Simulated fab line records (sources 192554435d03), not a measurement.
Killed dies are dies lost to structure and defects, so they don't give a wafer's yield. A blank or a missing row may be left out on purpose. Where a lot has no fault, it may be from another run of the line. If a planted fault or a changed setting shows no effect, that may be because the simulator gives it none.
fab line records -- flow n5-finfet
record lots=10, wafers=28, last-day=18
route steps=1938 shown SD_EPI_P@316 ILD0@340 SDB@356 BEOL_M4@1111 PASSIVATION@1936
lots with no fault: from the same line, run without faults
start-h: hours from the record's first day to the start of the lot's first wafer shown -- wait-h: time in hours since the lot's previous step -- " identical to the entry in the row above -- L1.1+2: a row that stands for several wafers -- - no value present, or no start provided -- * or withheld: withheld -- < > ~ a bound
route shown NAME@n: NAME is a module with steps in the file, n the number in the route of the first one -- usual: mean/standard deviation of fault-free wafers -- same: alike in all rows -- chamber/n: place in a boat -- sites: each site's reading -- _std_site: how widely they spread, as a standard deviation -- _edge_site: inner sites' mean taken away from outer sites' mean -- radius-mm: for every site, how far away it sits from the centre of the wafer -- mask NAME#n: copy n -- behind: the last tool/chamber to shape the wafer -- hold: why the lot was held/for how many hours/how that ended -- device: the transistor (n, p or np) that didn't switch -- end of line: the route-end tests of the same wafers -- a step with no rows: only its recipe -- killed: at the first sort, the dies lost to defects and structure; wafer yield is something else -- map: dies across one wafer; x = killed, . = not, _ = none there
set.NAME: setting as actually run; set.NAME@STEP: the setting as run at that earlier step -- model.NAME: the simulator's own value behind a step, which no gauge read
one table for each step of the route and one row for each wafer, over a sample of lots
services: when a tool's chamber went out of use (start-h, in hours from the record's first day, below 0 if earlier), for how many hours, and the reason
## steps
# step N5_SD_EPI_P_STRIP_40
# recipe chemistry=N2/H2, power-w=1000, temp-c=250, h2-frac=0.65, overash-fraction=0.3, pressure-mtorr=withheld, n2-flow-sccm=1750, h2-flow-sccm=3250
# usual drypump-motor-current-A=5.56/0.18, heater-power-w=346/26, oes-product-au=0.762/0.0098
lot.wafer,tool,chamber,start-h,wait-h,drypump-motor-current-A,heater-power-w,oes-product-au,rf-hours-counter-h
L572.1,plasma-asher-01,1,54.20,0.0,5.71,384,0.765,85
L572.4,plasma-asher-01,1,54.20,0.0,5.72,401,0.777,-
L572.5,plasma-asher-01,0,54.20,0.0,5.47,311,0.762,-
L573.2,plasma-asher-02,1,59.21,0.0,5.75,331,0.768,36
L573.3,plasma-asher-02,1,59.21,0.0,5.75,328,0.755,-
L573.6,plasma-asher-02,0,59.21,0.0,5.40,343,0.755,-
L578.2,plasma-asher-02,1,88.18,0.0,5.71,339,0.753,41
L578.3,plasma-asher-02,1,88.18,0.0,5.73,333,0.751,-
L578.4,plasma-asher-02,0,88.18,0.0,5.38,342,0.765,-
L583.2,plasma-asher-02,1,121.80,0.0,5.74,343,0.752,49
L583.3,plasma-asher-02,0,121.80,0.0,5.37,348,0.761,-
L583.4,plasma-asher-02,1,121.80,0.0,5.73,339,0.758,-
L586.1,plasma-asher-02,0,137.29,0.0,5.40,343,0.773,51
L586.3,plasma-asher-02,1,137.29,0.0,5.72,342,0.757,-
L587.1,plasma-asher-02,0,146.20,0.0,5.38,343,0.757,53
L587.3,plasma-asher-02,1,146.20,0.0,5.74,339,0.761,-
L588.2,plasma-asher-02,1,150.38,0.0,5.73,335,0.756,54
L588.3,plasma-asher-02,0,150.38,0.0,5.38,343,0.761,-
L588.4,plasma-asher-02,1,150.38,0.0,5.75,335,0.775,-
L589.2,plasma-asher-01,0,159.10,0.0,5.37,318,0.771,107
L589.3,plasma-asher-01,1,159.10,0.0,5.78,386,0.761,-
L589.5,plasma-asher-01,0,159.10,0.0,5.42,315,0.753,-
L593.1,plasma-asher-02,0,180.38,0.0,5.39,345,0.763,59
L593.3,plasma-asher-02,0,180.38,0.0,5.38,341,0.785,-
L593.5,plasma-asher-02,0,180.38,0.0,5.38,334,0.770,-
L595.2,plasma-asher-01,0,192.02,0.0,5.34,321,0.758,114
L595.3,plasma-asher-01,0,192.02,0.0,5.36,327,0.762,-
L595.5,plasma-asher-01,1,192.02,0.0,5.73,391,0.754,-
# step N5_ILD0_CMP_07
# recipe stop-on=poly-Si, material=SiO2_flowable, t-overpolish-s=1.18, post-cmp-clean=alkaline-brush, down-force-psi=4.1491, platen-rpm=51.796, pad-velocity-m-s=1.0306, target-thk-nm=138.88
# usual head-pressure-psi=4.147/0.0088, motor-current-A=12.1/1.4
lot.wafer,tool,chamber,start-h,wait-h,head-pressure-psi,motor-current-A
L572.4,cmp-01,0,60.56,0.0,4.141,10.4
L572.1,cmp-01,1,60.56,0.0,4.137,9.5
L572.5,cmp-01,0,60.56,0.0,4.142,10.6
L573.2,cmp-03,3,65.66,0.1,4.146,12.1
L573.3,cmp-03,0,65.66,0.1,4.136,13.3
L573.6,cmp-03,2,65.66,0.1,4.156,12.2
L578.3,cmp-01,2,94.93,0.0,4.159,11.3
L578.2,cmp-01,3,94.93,0.0,4.151,13.2
L578.4,cmp-01,0,94.93,0.0,4.151,9.9
L583.2,cmp-01,0,129.28,0.2,4.145,10.5
L583.4,cmp-01,1,129.28,0.2,4.141,10.3
L583.3,cmp-01,2,129.28,0.2,4.147,10.9
L586.3,cmp-04,3,143.84,0.0,4.155,11.2
L586.1,cmp-04,1,143.84,0.0,4.159,10.8
L587.3,cmp-04,0,152.61,0.1,4.156,12.0
L587.1,cmp-04,1,152.61,0.1,4.133,11.3
L588.2,cmp-03,1,156.83,0.0,4.150,13.3
L588.3,cmp-03,2,156.83,0.0,4.161,12.1
L588.4,cmp-03,0,156.83,0.0,4.159,13.1
L589.3,cmp-01,0,165.79,0.1,4.145,10.3
L589.2,cmp-01,1,165.79,0.1,4.142,10.1
L589.5,cmp-01,2,165.79,0.1,4.138,11.9
L593.3,cmp-01,2,187.01,0.1,4.148,11.7
L593.1,cmp-01,3,187.01,0.1,4.141,13.1
L593.5,cmp-01,2,187.01,0.1,4.148,12.3
L595.3,cmp-04,3,198.68,0.2,4.154,11.8
L595.2,cmp-04,0,198.68,0.2,4.128,11.8
L595.5,cmp-04,1,198.68,0.2,4.147,11.3
# step N5_ILD0_ALD_15
# recipe material=SiNx, target-thk-a=240, temp-c=400, ald-precursor-family=SiH2I2, ald-co-reactant=N2/H2-plasma, pulse-time-s=1, ald-cycles=480, purge-time-s=2, co-reactant-purge-time-s=2, pressure-torr=2
# usual ald-cycles=480/0, heater-power-w=887/80, precursor-pulse-height-rel=1.001/0.019
lot.wafer,tool,chamber,start-h,wait-h,ald-cycles,heater-power-w,precursor-pulse-height-rel,since-wet-clean-h
L572.1,ald-sin-01,0,61.57,0.6,480,860,1.017,251
L572.4,ald-sin-01,1,61.57,0.6,480,844,0.980,251
L572.5,ald-sin-01,0,62.66,1.2,480,879,1.004,-
L573.2,ald-sin-03,3,66.60,0.5,480,900,0.996,348
L573.3,ald-sin-03,2,66.60,0.5,480,899,1.030,348
L573.6,ald-sin-03,0,67.68,1.1,480,774,0.994,-
L578.2,ald-sin-01,2,95.94,0.5,480,904,1.020,285
L578.3,ald-sin-01,3,95.94,0.5,480,1012,0.991,285
L578.4,ald-sin-01,0,95.94,0.5,480,852,0.994,285
L583.2,ald-sin-01,3,130.48,0.6,480,1016,1.015,320
L583.3,ald-sin-01,0,130.48,0.6,480,851,0.952,320
L583.4,ald-sin-01,1,130.48,0.6,369,827,1.006,320
L586.1,ald-sin-01,0,144.86,0.6,369,872,1.011,334
L586.3,ald-sin-01,1,145.95,1.4,480,824,1.025,-
L587.1,ald-sin-01,3,153.59,0.6,369,1027,0.994,343
L587.3,ald-sin-01,2,153.59,0.6,480,931,1.032,343
L588.2,ald-sin-02,2,157.85,0.5,480,882,0.999,150
L588.3,ald-sin-02,3,157.85,0.5,480,995,0.991,150
L588.4,ald-sin-02,1,157.85,0.5,480,785,0.991,150
L589.2,ald-sin-03,3,166.92,0.7,480,899,0.999,67
L589.3,ald-sin-03,1,166.92,0.7,480,1019,0.987,67
L589.5,ald-sin-03,1,168.00,1.4,480,1022,1.009,-
L593.1,ald-sin-02,2,188.23,0.8,480,849,0.990,180
L593.3,ald-sin-02,1,188.23,0.8,480,800,0.945,180
L593.5,ald-sin-02,3,189.32,1.5,480,1009,0.987,-
L595.2,ald-sin-03,2,199.62,0.5,480,854,1.007,100
L595.3,ald-sin-03,1,199.62,0.5,480,1032,1.012,100
L595.5,ald-sin-03,2,200.70,1.2,480,830,0.976,-
# step N5_ILD0_CMP_12
# recipe stop-on=poly-Si, material=SiNx, t-overpolish-s=6, post-cmp-clean=alkaline-brush, down-force-psi=2.5, platen-rpm=51.8, pad-velocity-m-s=1.0307, target-thk-nm=17.67
# usual head-pressure-psi=2.501/0.006, motor-current-A=8.9/1.2, time-to-endpoint-s=28.3/2.2
lot.wafer,tool,chamber,start-h,wait-h,head-pressure-psi,motor-current-A,time-to-endpoint-s
L572.1,cmp-04,1,63.79,1.1,2.507,8.0,29.9
L572.4,cmp-04,3,63.79,1.1,2.502,8.6,26.9
L572.5,cmp-04,1,63.79,1.1,2.492,8.3,28.1
L573.3,cmp-03,1,68.81,1.1,2.501,9.8,32.5
L573.2,cmp-03,0,68.81,1.1,2.491,10.4,31.6
L573.6,cmp-03,2,68.81,1.1,2.497,8.7,31.4
L578.3,cmp-01,3,98.14,1.1,2.510,9.5,29.5
L578.4,cmp-01,1,98.14,1.1,2.505,7.1,26.7
L578.2,cmp-01,2,98.14,1.1,2.510,8.2,26.6
L583.2,cmp-01,0,132.72,1.2,2.502,7.4,28.7
L583.3,cmp-01,1,132.72,1.2,2.490,7.5,29.7
L583.4,cmp-01,2,132.72,1.2,2.505,8.6,22.2
L586.3,cmp-04,0,148.15,1.1,2.504,8.4,28.0
L586.1,cmp-04,1,148.15,1.1,2.510,8.3,19.2
L587.1,cmp-01,0,155.79,1.1,2.500,7.7,17.0
L587.3,cmp-01,3,155.79,1.1,2.504,9.8,29.6
L588.2,cmp-03,2,160.08,1.2,2.502,8.7,26.0
L588.3,cmp-03,3,160.08,1.2,2.496,9.6,27.8
L588.4,cmp-03,0,160.08,1.2,2.505,10.1,29.4
L589.2,cmp-01,2,169.19,1.2,2.503,8.2,24.7
L589.3,cmp-01,3,169.19,1.2,2.502,9.6,30.5
L589.5,cmp-01,1,169.19,1.2,2.494,7.1,25.2
L593.1,cmp-04,3,190.57,1.3,2.500,8.8,27.2
L593.3,cmp-04,1,190.57,1.3,2.494,8.6,29.6
L593.5,cmp-04,2,190.57,1.3,2.504,10.7,29.6
L595.2,cmp-04,3,201.89,1.2,2.497,8.5,28.4
L595.3,cmp-04,0,201.89,1.2,2.502,8.4,31.2
L595.5,cmp-04,2,201.89,1.2,2.509,10.9,28.9
# step N5_SDB_CD_MEAS_11
# recipe target-cd-nm=50, landing-energy-ev=500, detector=se-inlens, polarity=opening
# usual cd-nm=50.4/1
lot.wafer,tool,chamber,start-h,wait-h,cd-nm
L572.1,cd-sem-03,0,64.59,-,50.4
L572.4,cd-sem-03,0,64.59,-,50.2
L572.5,cd-sem-03,0,64.59,-,50.5
L573.2,cd-sem-02,0,69.62,-,50.5
L573.3,cd-sem-02,0,69.62,-,50.1
L573.6,cd-sem-02,0,69.62,-,49.5
L578.2,cd-sem-01,0,98.95,-,50.0
L578.3,cd-sem-01,0,98.95,-,50.6
L578.4,cd-sem-01,0,98.95,-,50.7
L583.2,cd-sem-03,0,133.36,-,50.9
L583.3,cd-sem-03,0,133.36,-,50.1
L583.4,cd-sem-03,0,133.36,-,51.9
L586.1,cd-sem-03,0,148.84,-,49.1
L586.3,cd-sem-03,0,148.84,-,50.2
L587.1,cd-sem-01,0,156.60,-,49.2
L587.3,cd-sem-01,0,156.60,-,48.5
L588.2,cd-sem-02,0,160.86,-,50.0
L588.3,cd-sem-02,0,160.86,-,49.7
L588.4,cd-sem-02,0,160.86,-,49.8
L589.2,cd-sem-03,0,169.80,-,49.6
L589.3,cd-sem-03,0,169.80,-,51.1
L589.5,cd-sem-03,0,169.80,-,50.5
L593.1,cd-sem-01,0,191.21,-,50.4
L593.3,cd-sem-01,0,191.21,-,51.3
L593.5,cd-sem-01,0,191.21,-,50.2
L595.2,cd-sem-02,0,202.50,-,50.1
L595.3,cd-sem-02,0,202.50,-,51.6
L595.5,cd-sem-02,0,202.50,-,50.7
# step N5_BEOL_M4_RC_MEAS_101
# usual DIBL_N=36.5/1.4, DIBL_P=36.9/1.7, IOFF_N=0.163/0.023, IOFF_P=0.22/0.032, ION_N=673/9, ION_P=462/7.5, SS_N=71.6/0.54, SS_P=73.4/0.62, VT_N=249.8/2.8, VT_P=-250/3.5
lot.wafer,tool,chamber,start-h,wait-h,DIBL_N[mV/V],DIBL_P[mV/V],IOFF_N[nA/um],IOFF_P[nA/um],ION_N[uA/um],ION_P[uA/um],SS_N[mV/dec],SS_P[mV/dec],VT_N[mV],VT_P[mV]
L572.1,prober-02,0,164.82,0.0,35.6,35.4,0.143,0.19,663,459,71.8,73.3,252.3,-255
L572.4,prober-02,0,164.82,0.0,36.6,36.4,0.167,0.20,665,450,72.1,73.2,249.5,-253
L572.5,prober-02,0,164.82,0.0,35.5,35.4,0.149,0.19,674,461,71.7,72.7,251.7,-255
L573.2,prober-01,0,167.30,0.2,35.0,35.9,0.143,0.21,657,457,71.2,73.6,253.3,-248
L573.3,prober-01,0,167.30,0.2,37.3,38.7,0.184,0.26,680,468,71.9,74.2,247.2,-245
L573.6,prober-01,0,167.30,0.2,36.1,37.2,0.163,0.23,663,460,72.0,73.8,250.5,-249
L578.2,prober-01,0,197.64,0.2,35.7,35.3,0.135,0.19,663,459,71.3,73.8,253.6,-253
L578.3,prober-01,0,197.64,0.2,37.9,38.6,0.182,0.24,680,464,71.5,74.6,247.2,-248
L578.4,prober-01,0,197.64,0.2,37.6,37.6,0.172,0.22,689,470,71.0,74.1,249.3,-251
L583.2,prober-02,0,246.91,0.2,37.1,38.5,0.184,0.22,680,458,71.3,74.1,245.7,-253
L583.3,prober-02,0,246.91,0.2,36.3,37.9,0.174,0.21,664,456,72.3,73.2,247.0,-251
L583.4,prober-02,0,246.91,0.2,36.3,36.7,0.162,0.20,667,450,72.1,73.7,249.6,-253
L587.1,prober-01,0,250.54,0.0,37.3,38.5,0.196,0.24,682,462,71.8,74.2,245.1,-249
L587.3,prober-01,0,250.54,0.0,36.1,36.6,0.161,0.22,687,469,70.9,74.0,248.7,-249
L586.1,prober-02,0,258.78,0.0,36.8,37.7,0.165,0.23,676,463,71.1,74.2,250.1,-249
L586.3,prober-02,0,258.78,0.0,38.4,39.3,0.190,0.27,678,470,71.7,73.5,249.8,-246
L588.2,prober-02,0,272.90,0.2,38.2,39.0,0.202,0.26,680,470,71.1,73.4,245.6,-246
L588.3,prober-02,0,272.90,0.2,35.8,36.5,0.160,0.21,660,454,71.4,72.9,248.4,-249
L588.4,prober-02,0,272.90,0.2,35.6,35.4,0.148,0.19,676,460,71.3,73.3,250.4,-252
L589.2,prober-02,0,276.68,0.2,36.8,38.5,0.174,0.21,686,462,71.9,73.5,247.8,-251
L589.3,prober-02,0,276.68,0.2,36.8,38.7,0.182,0.24,684,470,71.7,73.6,248.8,-248
L589.5,prober-02,0,276.68,0.2,37.8,40.1,0.198,0.25,688,467,72.4,73.6,244.6,-246
L595.2,prober-02,0,303.82,0.2,37.3,36.0,0.184,0.25,675,464,71.8,73.7,246.7,-246
L595.3,prober-02,0,303.82,0.2,38.3,37.0,0.213,0.29,673,460,71.7,74.9,245.4,-246
L595.5,prober-02,0,303.82,0.2,37.7,35.6,0.183,0.25,673,462,72.7,74.1,249.9,-247
L593.1,prober-01,0,307.65,0.0,32.4,32.4,0.116,0.17,662,457,70.1,72.2,252.3,-253
L593.3,prober-01,0,307.65,0.0,33.6,34.1,0.125,0.18,672,472,70.4,72.7,252.2,-251
L593.5,prober-01,0,307.65,0.0,33.5,33.6,0.126,0.17,670,458,70.2,72.0,247.5,-254
# step N5_PASSIVATION_PROBE_49
# usual defect-limited-yield=91.2/1.4, killed_at_M0_to_M3=35/11, killed_at_M4_up=12/4.2, killed-at-contacts=13/5.6, killed-at-front-end=40/12, killed-at-other=3.3/2.6, killed-dies=103/17, killed-open=68/12, killed-short=34/7.6, sort_bin_5_function=5.1/0.95, sort_bin_6_memory=3.3/0.68, sort-n-pass=1077/17, sort-yield-pct=91.2/1.4
# same gross-dies=1180, killed-at-back-side=0, sort_bin_4_leakage[%]=0, sort_bin_8_speed[%]=0
lot.wafer,tool,chamber,start-h,wait-h,defect-limited-yield[%],killed_at_M0_to_M3,killed_at_M4_up,killed-at-contacts,killed-at-front-end,killed-at-other,killed-dies,killed-open,killed-short,sort_bin_5_function[%],sort_bin_6_memory[%],sort-n-pass,sort-yield-pct[%]
L572.1,prober-02,-,274.02,0.0,87.8,42,11,21,65,5,144,104,38,6.8,5.1,1036,87.8
L572.4,prober-02,-,274.17,0.2,91.3,34,7,16,39,7,103,77,26,5.0,3.6,1077,91.3
L572.5,prober-02,-,274.22,0.2,90.7,28,5,11,63,3,110,73,36,5.7,3.6,1070,90.7
L587.1,prober-01,-,349.13,0.0,93.5,27,5,11,26,8,77,61,16,4.1,2.5,1103,93.5
L587.3,prober-01,-,349.23,0.1,92.7,18,9,11,47,1,86,57,27,5.0,1.9,1094,92.7
L593.1,prober-02,-,414.42,0.0,91.4,26,20,8,45,2,101,70,24,4.8,3.2,1079,91.4
L593.3,prober-02,-,414.52,0.1,91.4,16,14,16,53,2,101,56,43,5.2,2.9,1079,91.4
L593.5,prober-02,-,414.62,0.2,92.9,18,17,13,36,0,84,55,26,4.2,2.6,1096,92.9
# killed by level:class
L572.1 STI_FIN_REVEAL:geometric-particle:open=30 MOL_CONTACT_COAG:geometric-particle:open=19 BEOL_M0_SAQP:geometric-particle:open=12 FIN_SAQP:geometric-particle:open=8 BEOL_M1:geometric-particle:open=8 BEOL_M0_SAQP:geometric-particle:short=7 STI_FIN_REVEAL:geometric-particle:short=7 BEOL_M1:geometric-particle:short=6
L572.4 FIN_SAQP:geometric-particle:open=14 MOL_CONTACT_COAG:geometric-particle:open=13 BEOL_M3:geometric-particle:open=9 STI_FIN_REVEAL:geometric-particle:open=6 BEOL_M0_SAQP:geometric-particle:open=6 BEOL_M2:geometric-particle:open=5 BEOL_M4:geometric-particle:open=5 FIN_SAQP:geometric-particle:short=4
L572.5 STI_FIN_REVEAL:geometric-particle:open=12 GATE_CUT:geometric-particle:open=12 BEOL_M2:geometric-particle:open=10 GATE_CUT:geometric-particle:short=9 FIN_SAQP:geometric-particle:open=8 MOL_CONTACT_COAG:geometric-particle:open=8 DUMMY_GATE:geometric-particle:open=7 FIN_SAQP:geometric-particle:short=6
L587.1 BEOL_M1:geometric-particle:open=11 STI_FIN_REVEAL:geometric-particle:open=10 MOL_CONTACT_COAG:geometric-particle:open=8 BEOL_M2:geometric-particle:open=5 BEOL_M0_SAQP:geometric-particle:short=4 MIM_TOP_ETCH:geometric-particle:open=4 BEOL_M3:geometric-particle:open=4 FIN_SAQP:geometric-particle:open=3
L587.3 FIN_SAQP:geometric-particle:short=14 FIN_SAQP:geometric-particle:open=10 MOL_CONTACT_COAG:geometric-particle:open=9 BEOL_M3:geometric-particle:open=7 GATE_CUT:geometric-particle:open=6 BEOL_M0_SAQP:geometric-particle:open=6 GATE_CUT:geometric-particle:short=3 BEOL_M4:geometric-particle:open=3
L593.1 FIN_SAQP:geometric-particle:short=9 BEOL_M4:geometric-particle:open=9 STI_FIN_REVEAL:geometric-particle:open=8 BEOL_M2:geometric-particle:open=8 FIN_SAQP:geometric-particle:open=7 BEOL_M3:geometric-particle:open=7 MOL_CONTACT_COAG:geometric-particle:open=6 BEOL_M1:geometric-particle:open=5
L593.3 FIN_SAQP:geometric-particle:short=18 MOL_CONTACT_COAG:geometric-particle:open=12 FIN_SAQP:geometric-particle:open=9 STI_FIN_REVEAL:geometric-particle:open=8 BEOL_M4:geometric-particle:open=8 GATE_CUT:geometric-particle:short=7 MOL_CONTACT_COAG:geometric-particle:short=4 BEOL_M1:geometric-particle:open=4
L593.5 MOL_CONTACT_COAG:geometric-particle:open=12 FIN_SAQP:geometric-particle:short=9 BEOL_M4:geometric-particle:open=6 BEOL_M1:geometric-particle:open=5 BEOL_M2:geometric-particle:open=5 FIN_SAQP:geometric-particle:open=4 GATE_CUT:geometric-particle:open=4 GATE_CUT:geometric-particle:short=4
## services
tool,chamber,start-h,hours,kind
cmp-01,-,34.52,5.7,pm
ald-sin-01,2,37.33,4.5,repair
cmp-04,-,45.71,4.0,pm
cmp-04,-,49.71,-,consumable-replace:conditioner
cmp-04,-,49.71,-,consumable-replace:pad
plasma-asher-02,-,61.68,3.9,repair
cmp-01,-,69.00,8.9,pm
ald-sin-03,-,86.27,14.0,pm
cmp-01,-,90.16,0.3,repair
ald-sin-01,-,91.38,0.8,pm
cmp-01,-,107.33,3.7,repair
cmp-04,-,111.68,2.5,repair
ald-sin-03,-,126.31,2.5,repair
cmp-03,-,126.99,4.0,pm
cmp-03,-,132.59,14.3,pm
ald-sin-01,3,144.39,2.6,repair
cmp-03,-,162.10,0.6,repair
cmp-04,-,164.33,7.0,pm
ald-sin-01,-,177.73,14.0,pm
ald-sin-01,0,177.73,14.0,vent-cycle
ald-sin-01,1,177.73,18.1,vent-cycle
ald-sin-01,2,177.73,14.0,vent-cycle
ald-sin-01,3,177.73,14.0,vent-cycle
cmp-01,-,199.18,4.0,pm
## key
first-sign step=N5_ILD0_ALD_15, reading=ald-cycles, direction=down, sigmas=99+, usual=*, struck=*
effect step=N5_ILD0_CMP_12, reading=time-to-endpoint-s, direction=down, sigmas=4.1, usual=*, struck=*
met-at N5_ILD0_ALD_15
struck-lots L583,L586,L587
struck-wafers L583.4,L586.1,L587.1
not-acting-at N5_SD_EPI_P_STRIP_40,N5_ILD0_CMP_07,N5_SDB_CD_MEAS_11
onset-between 95.94 130.48
fault kind=process-parameter-drift, tool=ald-sin-01, chamber=-, onset-h=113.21, steps=N5_ILD0_ALD_15, channel=ald-cycles, offset=*, shape=step, end-h=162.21, scope=struck-wafers-only, acts-in=*, stated=*
